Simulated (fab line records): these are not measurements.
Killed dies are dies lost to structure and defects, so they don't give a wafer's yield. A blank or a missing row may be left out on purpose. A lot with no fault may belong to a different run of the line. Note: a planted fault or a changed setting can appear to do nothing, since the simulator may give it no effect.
Comparing a struck lot with a sound one + flow n5Finfet + 37 out of 1938 route steps
Sound: the wafers L326.1, L326.2, L326.3. Struck: wafer L343.6. (L343.4 of the same lot was not struck and is left out.) The cause comes at the end.
At each step with rows: each side's tool, then ch and its chambers, then its first start. Under that, the readings that differ: sound wafers + struck wafers + difference of the means + sigmas: that difference in standard deviations of wafers without a fault.
alike: readings whose means differ by less than 2 such deviations, and words and numbers that are the same on both sides. not compared: withheld readings, readings that some wafer has no value for, bounds like >300 that may hide the same value, and numbers for which the record gives no deviation and whose values overlap.
A row with sigmas, a row that says differs or no value, or rows on one side alone: a step with any of these is where the two part. Numbers that don't overlap but have no deviation are shown without sigmas and don't part them. Lack of a reading on every wafer of one side parts them only where that side has two or more wafers.

first, 9 steps without rows for these wafers: N5_SD_EPI_N_COAT_33 (time 60 s, resist thk 35 nm); N5_SD_EPI_N_COAT_03 (resist thk 150 nm); N5_SD_EPI_N_EBR_05; N5_SD_EPI_N_SOFTBAKE_04 (time 60 s); N5_SD_EPI_N_EXPOSE_06 (exposes mask SD N BLK, target cd 120 nm); N5_SD_EPI_N_PEB_07 (peb time 60 s); N5_SD_EPI_N_DEVELOP_08 (develop time 30 s); N5_SD_EPI_N_DESCUM_14 (chemistry O2, time 7.9 s); N5_SD_EPI_N_ETCH_34 (etches SiARC in CF4, target depth 45.5 nm, time 75.8 s).
N5_SD_EPI_N_ETCH_35: etches SOC in N2/H2, overetch 108 nm, time 486 s.
  sound on rieDiel-04 ch 0,2,3, day 4 08:57; struck on rieDiel-01 ch 3, day 8 13:12
| reading                                    | sound                | struck | difference | sigmas |
|--------------------------------------------|----------------------|--------|------------|--------|
| chamberPressureMTorr (mTorr)               | 20.006 20.000 19.941 | 20.027 | +0.045     | +2     |
| model.SiARC_of_SD_EPI_N_COAT_33.thkNm (nm) | 20.4 20.2 19.6       | 21.8   | +1.7       |        |
  alike: drypumpMotorCurrentA, oesProductAu, rfVppV, showerheadPlenumPTorr, throttleValvePct
  not compared: rfHoursCounterH
then, 3 steps without rows for these wafers: N5_SD_EPI_N_STRIP_36 (strips in N2/H2); N5_SD_EPI_N_ETCHBACK_44 (etches SiNx in CH3F/O2, stops on SiO2, target depth 14.5 nm); N5_SD_EPI_N_ETCH_45 (etches SiOCN in CH3F/O2, target depth 6 nm).
N5_SD_EPI_N_ETCH_16: etches SiO2 in CHF3/O2, target depth 5 nm.
  sound on rieDiel-04 ch 0,2,3, day 4 09:29; struck on rieDiel-01 ch 3, day 8 13:44
| reading                                    | sound      | struck | difference | sigmas |
|--------------------------------------------|------------|--------|------------|--------|
| model.SiARC_of_SD_EPI_N_COAT_33.thkNm (nm) | 13.2 13 12 | 14.8   | +2.1       |        |
  alike: O2_flow_sccm, chamberPressureMTorr, drypumpMotorCurrentA, oes_f_703_au, oesProductAu, rfVppV, showerheadPlenumPTorr, throttleValvePct
  not compared: rfHoursCounterH
then, 21 steps without rows for these wafers: N5_SD_EPI_N_STRIP_47 (strips in CHF3/O2); N5_SD_EPI_N_SD_RECESS_17 (chemistry HBr/Cl2/O2, target depth 41 nm, time 23.7 s, bt time 3 s); N5_SD_EPI_N_STRIP_38 (strips in N2/H2); N5_SD_EPI_N_WET_ETCH_43 (etches SiO2 in dHF, time 14 s, target depth 1.5 nm); N5_SD_EPI_N_STRIP_18 (strips in SPM, time 750 s); N5_SD_EPI_N_SRD_20 (time 30 s); N5_SD_EPI_N_PRECLEAN_48 (cleans in NF3:NH3, afs cycles 2, time 20 s, sublimation time 60 s); N5_SD_EPI_N_VAPOR_ETCH_50 (etches Si in HCl, time 54 s); N5_SD_EPI_N_EPI_21 (deposits Si:P, time 690 s); N5_SD_EPI_N_PRECLEAN_24 (cleans in O3/DIW, time 60 s); N5_SD_EPI_N_SRD_25 (time 30 s); N5_SD_EPI_N_PRECLEAN_49 (cleans in NF3:NH3, afs cycles 1, time 20 s, sublimation time 60 s); N5_SD_EPI_N_LINER_46 (material SiNx, target thk 3 nm); N5_SD_EPI_P_COAT_34 (time 60 s, resist thk 350 nm); N5_SD_EPI_P_COAT_35 (time 60 s, resist thk 35 nm); N5_SD_EPI_P_COAT_03 (resist thk 150 nm); N5_SD_EPI_P_EBR_05; N5_SD_EPI_P_SOFTBAKE_04 (time 60 s); N5_SD_EPI_P_EXPOSE_06 (exposes mask SD P BLK, target cd 240 nm); N5_SD_EPI_P_PEB_07 (peb time 60 s); N5_SD_EPI_P_DEVELOP_08 (develop time 30 s).
-- the record jumps here: 8 days lie between the struck wafers' starts before and after (it left off in module SD_EPI_P and takes up again in module BEOL_M4, whose first step shown is number 1111 of the route) --
N5_BEOL_M4_RC_MEAS_101:
  sound on prober-02 ch 0, day 13 00:52; struck on prober-02 ch 0, day 16 04:54
  alike: DIBL_N, DIBL_P, IOFF_N, IOFF_P, ION_N, ION_P, SS_N, SS_P, VT_N, VT_P
-- a jump in the record: the struck wafers' starts before and after are 5 days apart (it breaks off in module BEOL_M4 and resumes in module PASSIVATION, where the first step shown is number 1936 of the route) --
N5_PASSIVATION_PROBE_49:
  rows exist in the record for the struck wafers here (prober-02, day 20 23:17), but not for the sound ones

## WHERE THEY PART
Last at N5_PASSIVATION_PROBE_49 as far as this record goes, first at N5_SD_EPI_N_ETCH_35.

WHY: what had been put in by the simulator
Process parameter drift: rieDiel-01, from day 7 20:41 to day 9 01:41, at N5_SD_EPI_N_ETCH_35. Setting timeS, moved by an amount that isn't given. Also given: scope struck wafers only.
